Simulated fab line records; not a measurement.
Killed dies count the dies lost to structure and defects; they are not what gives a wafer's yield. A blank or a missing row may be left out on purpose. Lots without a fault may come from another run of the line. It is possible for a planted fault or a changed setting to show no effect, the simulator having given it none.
Matching of chambers -- flow n5Finfet -- N5_BEOL_M7_STRIP_36 on rieDiel-05: 4 sister chambers
The step strips in N2/H2. 8 wafers are shown with their chamber, then 7 later ones without.

WAFERS WITH THEIR CHAMBER
wafer,chamber,showerheadPlenumPTorr (Torr),drypumpMotorCurrentA (A)
L076.3,3,2.63,5.8
L087.2,1,2.58,5.9
L087.5,3,2.62,5.8
L088.1,1,2.58,6.0
L088.4,0,2.43,5.1
L088.5,2,2.44,5.0
L089.1,0,2.42,5.1
L089.4,2,2.44,5.0

WAFERS WITH NO CHAMBER GIVEN
wafer,showerheadPlenumPTorr (Torr),drypumpMotorCurrentA (A)
L089.6,2.42,5.1
L090.3,2.44,5.1
L090.4,2.61,5.8
L090.6,2.58,6.0
L096.4,2.42,5.2
L096.5,2.57,5.9
L096.6,2.42,5.1

WHICH CHAMBER EACH ONE RAN IN
wafer,from the rows above,in truth
L089.6,0,0
L090.3,can't be placed: 2 or 0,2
L090.4,3,3
L090.6,1,1
L096.4,0,0
L096.5,1,1
L096.6,0,0
6 of 7 placed correctly. From these rows, 1 cannot be placed; in 1 the true chamber is one of the candidates. Wrongly placed: 0.
How it was worked out, from the rows above alone: a wafer's distance from a chamber is the root of the sum, over the readings, of the square of ((its reading less the chamber's mean) divided by the reading's scatter). The wafer belongs to the nearest chamber; if the next one is less than 2 further off, it can't be placed. A chamber's mean is the mean of its shown wafers. How the scatter is found: for the shown wafers, subtract from each reading the mean of its chamber, square and add these, divide the total by (wafers less chambers), then take the root.
